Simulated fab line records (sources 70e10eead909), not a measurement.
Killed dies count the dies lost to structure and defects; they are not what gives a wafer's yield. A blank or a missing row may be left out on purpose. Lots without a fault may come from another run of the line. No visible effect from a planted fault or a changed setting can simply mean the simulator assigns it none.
A lot that was struck, set against a sound lot    flow nandHarc    11 out of 1159 route steps
Sound: the wafers L527.1, L527.5, L527.6. The struck wafers were L531.1, L531.5, L531.6. The cause is given at the end.
Per side, at each step with rows, come the tool, then ch with its chambers, and then its first start. Under that, the readings that differ: sound wafers    struck wafers    difference of the means    sigmas: that difference in standard deviations of wafers without a fault.
alike: readings with means less than 2 such deviations apart, plus words and numbers identical on both sides. not compared: withheld readings, readings lacking a value on some wafer, bounds such as >300 that could conceal the same value, and numbers that have no deviation in the record and whose values overlap.
The two part at a step that has a row with sigmas, a row that says differs or no value, or rows on one side only. Numbers that have no deviation but don't overlap get no sigmas and don't part them. Lack of a reading on every wafer of one side parts them only where that side has two or more wafers.

NHARC_A_ZERO_WELL_INSPECT_17:
  sound: defectInspect-01 at day 7 07:20; struck: defectInspect-01 at day 7 12:46
  alike: rawDefectCount
then, 3 steps without rows for these wafers: NHARC_A_SOURCE_PLATE_PRECLEAN_00 (cleans in HF-LAST, time 60 s); NHARC_A_SOURCE_PLATE_SRD_01; NHARC_A_SOURCE_PLATE_OXIDE_02 (material SiO2, target thk 10 nm, ox time 1362 s).
NHARC_A_SOURCE_PLATE_THK_MEAS_09: measures by ellipsometry.
  sound: filmMetro-01 at day 7 14:41; struck: filmMetro-01 at day 7 20:11
  alike: thkNm
then, 3 steps without rows for these wafers: NHARC_A_SOURCE_PLATE_PVD_04 (deposits WSi2, target thk 50 nm); NHARC_A_SOURCE_PLATE_CVD_03 (deposits poly-Si, target thk 200 nm, time 4000 s); NHARC_A_SOURCE_PLATE_ANNEAL_05 (time 1800 s).
NHARC_A_SOURCE_PLATE_THK_MEAS_06: measures by ellipsometry.
  sound: filmMetro-02 at day 8 04:22; struck: filmMetro-02 at day 8 09:17
  alike: thkNm
NHARC_A_SOURCE_PLATE_INSPECT_08:
  sound: defectInspect-01 at day 8 04:27; struck: defectInspect-02 at day 8 09:23
  alike: rawDefectCount
NHARC_A_ONON_D1_DEP_00: target thk 1000 nm.
  sound on pecvdOnon-04 ch 0, day 8 04:31; struck on pecvdOnon-04, day 8 09:26
  no value came back on the struck wafers for n2FlowSccm (sccm), n2oFlowSccm (sccm); on the sound wafers n2FlowSccm (sccm) reads 2741 2742 2732

## WHERE THEY PART
Only at NHARC_A_ONON_D1_DEP_00, within this record.

WHY: whatever the simulator had introduced
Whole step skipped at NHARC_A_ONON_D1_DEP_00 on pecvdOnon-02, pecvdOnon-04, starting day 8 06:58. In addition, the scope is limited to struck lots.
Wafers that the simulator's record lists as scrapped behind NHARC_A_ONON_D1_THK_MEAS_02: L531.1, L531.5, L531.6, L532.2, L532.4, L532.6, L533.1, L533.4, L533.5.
